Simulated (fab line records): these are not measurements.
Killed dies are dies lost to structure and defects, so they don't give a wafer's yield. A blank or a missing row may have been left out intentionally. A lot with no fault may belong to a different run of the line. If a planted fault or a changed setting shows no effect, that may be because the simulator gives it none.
A single fault, viewed from 3 desks || flow n5-finfet || every desk sees just its own numbers, and what lay behind them comes last

== THE DEFECT DESK ==
Counts from the inspections along the route, per lot, as means over the sampled wafers that have a number. Marked OUT: a lot whose mean sits more than 4 standard deviations from the usual mean, which makes it out of limits; the brackets give that distance.
Columns: A = raw-defect-count at N5_BEOL_M2_INSPECT_30, usual 373
{"lot": "L466", "first seen here": "day 8 02:53", "A": 494}
{"lot": "L472", "first seen here": "day 9 09:44", "A": 301}
{"lot": "L475", "first seen here": "day 10 02:51", "A": 292}
{"lot": "L480", "first seen here": "day 11 10:31", "A": 252}
{"lot": "L483", "first seen here": "day 12 04:43", "A": 315}
{"lot": "L484", "first seen here": "day 12 13:41", "A": 386}
This desk found nothing out of limits on any of the 6 lots.

== AT THE METROLOGY DESK ==
What the gauges read, lot by lot, whatever tool the lot ran on: means of the sampled wafers that have a number. Marked OUT: a lot whose mean sits more than 4 standard deviations from the usual mean, which makes it out of limits; the brackets give that distance. Of its 12 readings 7 are shown: those that lie furthest out on some lot.
Columns: A = V1_OVL at N5_BEOL_M2_OVL_MEAS_29, usual -0.1 nm; B = DIBL_P at N5_BEOL_M4_RC_MEAS_101, usual 35.9 mV/V; C = ION_N at N5_BEOL_M4_RC_MEAS_101, usual 672 uA/um; D = ION_P at N5_BEOL_M4_RC_MEAS_101, usual 461 uA/um; E = SS_P at N5_BEOL_M4_RC_MEAS_101, usual 73.2 mV/dec; F = VT_N at N5_BEOL_M4_RC_MEAS_101, usual 249.3 mV; G = VT_P at N5_BEOL_M4_RC_MEAS_101, usual -250 mV
{"lot": "L466", "first seen here": "day 8 02:47", "A": -0.2, "B": 35.7, "C": 671, "D": 457, "E": 73.4, "F": 250.1, "G": -253}
{"lot": "L472", "first seen here": "day 9 09:39", "A": -0.6, "B": 34.8, "C": 656, "D": 448, "E": 73.3, "F": 252.8, "G": -255}
{"lot": "L475", "first seen here": "day 10 02:46", "A": 1.1, "B": 35.5, "C": 684, "D": 465, "E": 73.7, "F": 245.6, "G": -247}
{"lot": "L480", "first seen here": "day 11 10:26", "A": -0.5, "B": 35.9, "C": 669, "D": 468, "E": 73.2, "F": 249.2, "G": -245}
{"lot": "L483", "first seen here": "day 12 04:38", "A": -0.0, "B": 35.9, "C": 684, "D": 466, "E": 72.9, "F": 248.1, "G": -252}
{"lot": "L484", "first seen here": "day 12 13:36", "A": -1.3, "B": 38.9, "C": 670, "D": 460, "E": 74.1, "F": 250.0, "G": -251}
This desk found nothing out of limits on any of the 6 lots.

== TOOL OWNER'S DESK, rie-diel-01 ==
The tool's own readings at N5_BEOL_M2_ETCH_70 (etches SOC in N2/H2, target depth 80 nm, overetch 24 nm, time 130 s): means of the sampled wafers that have a number, for each lot that ran on this tool. Marked OUT: a lot whose mean sits more than 4 standard deviations from the usual mean, which makes it out of limits; the brackets give that distance.
Columns: A = drypump-motor-current-A at N5_BEOL_M2_ETCH_70, usual 5.7 A; B = oes-product-au at N5_BEOL_M2_ETCH_70, usual 0.56 a.u.; C = rf-vpp-V at N5_BEOL_M2_ETCH_70, usual 523.7 V; D = showerhead-plenum-p-Torr at N5_BEOL_M2_ETCH_70, usual 2.54 Torr; E = throttle-valve-pct at N5_BEOL_M2_ETCH_70, usual 17.87 %
{"lot": "L472", "first seen here": "day 9 15:35", "A": 5.9, "B": 0.51, "C": 523.6, "D": 2.56, "E": 17.92}
{"lot": "L475", "first seen here": "day 10 08:44", "A": 5.7, "B": 0.52, "C": 522.9, "D": 2.52, "E": 18.02}
{"lot": "L480", "first seen here": "day 11 13:23", "A": 5.8, "B": 0.54, "C": 522.8, "D": 2.54, "E": 17.92}
This desk found nothing out of limits on any of the 3 lots.

== ALL TOGETHER ==
Nothing the defect desk looked at was out of limits.
From the metrology desk's view, nothing was out of limits.
The tool owner's desk saw nothing out of limits.

== WHAT THE SIMULATOR HAD PUT IN ==
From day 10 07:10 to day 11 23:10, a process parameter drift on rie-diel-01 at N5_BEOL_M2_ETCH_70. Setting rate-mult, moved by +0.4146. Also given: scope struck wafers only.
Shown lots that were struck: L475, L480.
